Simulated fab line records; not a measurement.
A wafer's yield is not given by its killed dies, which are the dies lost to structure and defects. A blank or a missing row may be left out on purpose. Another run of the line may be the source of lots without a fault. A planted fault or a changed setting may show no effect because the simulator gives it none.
Matching of chambers -- flow nand_harc -- NHARC_A_STAIRCASE_ETCH_444 on rie_diel-09 has 3 sister chambers
The step etches the open film in C4F8/O2, target depth 10200 nm, time 3400 s. 3 wafers are shown with their chamber, then 6 later ones without.

## WAFERS PAIRED WITH THEIR CHAMBERS
wafer,chamber,oes_product_au (a.u.)
L078.6,2,0.932
L080.4,1,0.927
L090.3,3,0.923

## WAFERS WITH NO CHAMBER GIVEN
wafer,oes_product_au (a.u.)
L090.4,0.918
L090.5,0.922
L093.1,0.916
L093.3,0.924
L095.1,0.914
L095.5,0.918

## THE CHAMBER EACH PASSED THROUGH
wafer,from the rows above,in truth
L090.4,can't be placed: 3 or 1 or 2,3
L090.5,can't be placed: 3 or 1 or 2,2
L093.1,can't be placed: 3 or 1 or 2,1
L093.3,can't be placed: 3 or 1 or 2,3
L095.1,can't be placed: 3 or 1 or 2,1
L095.5,can't be placed: 3 or 1 or 2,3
0 of 6 placed correctly. Not placeable from these rows: 6 (in 6, the candidates include the true chamber). Wrongly placed: 0.
How it was worked out, from the rows above alone: a wafer's distance from a chamber is the root of the sum, over the readings, of the square of ((its reading less the chamber's mean) divided by the reading's scatter). The wafer belongs to the nearest chamber; if the next one is less than 2 further off, it can't be placed. A chamber's mean is the mean of its shown wafers. The scatter: with one shown wafer a chamber, the root of the mean of the squares of how far each hidden wafer lies from its nearest shown one.
